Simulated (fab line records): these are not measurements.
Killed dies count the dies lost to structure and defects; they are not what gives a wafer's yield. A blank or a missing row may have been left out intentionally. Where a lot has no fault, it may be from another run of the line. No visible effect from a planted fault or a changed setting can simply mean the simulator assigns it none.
Chamber matching	flow nand-harc	3 sister chambers for NHARC_A_SLIT_DEP_23 on pecvd-02
The step deposits SiON, target thk 100 nm. 3 wafers are shown with their chamber, then 12 later ones without.

WAFERS PAIRED WITH THEIR CHAMBERS
wafer	chamber	heater-power-w (W)
L090.1	0	823
L090.3	2	679
L090.6	1	741

WAFERS MISSING THEIR CHAMBER
wafer	heater-power-w (W)
L091.3	744
L091.4	751
L091.5	718
L092.2	708
L092.3	786
L092.5	713
L093.4	791
L093.5	756
L093.6	641
L097.1	749
L097.2	754
L097.6	769

EACH ONE'S CHAMBER
wafer	from the rows above	in truth
L091.3	1	1
L091.4	1	1
L091.5	can't be placed: 1 or 2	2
L092.2	can't be placed: 2 or 1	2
L092.3	can't be placed: 0 or 1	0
L092.5	can't be placed: 1 or 2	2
L093.4	can't be placed: 0 or 1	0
L093.5	1	1
L093.6	2	2
L097.1	1	1
L097.2	1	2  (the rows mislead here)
L097.6	can't be placed: 1 or 0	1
Placed correctly: 5 of 12. These rows do not allow placing 6 (true chamber among the candidates in 6). Placed wrongly: 1.
How it was worked out, from the rows above alone: a wafer's distance from a chamber is the root of the sum, over the readings, of the square of ((its reading less the chamber's mean) divided by the reading's scatter). If the next closest chamber is less than 2 further off than the closest, the wafer can't be placed; otherwise it belongs to the closest. A chamber's mean is the mean of its shown wafers. The scatter: with one shown wafer a chamber, the root of the mean of the squares of how far each hidden wafer lies from its nearest shown one.
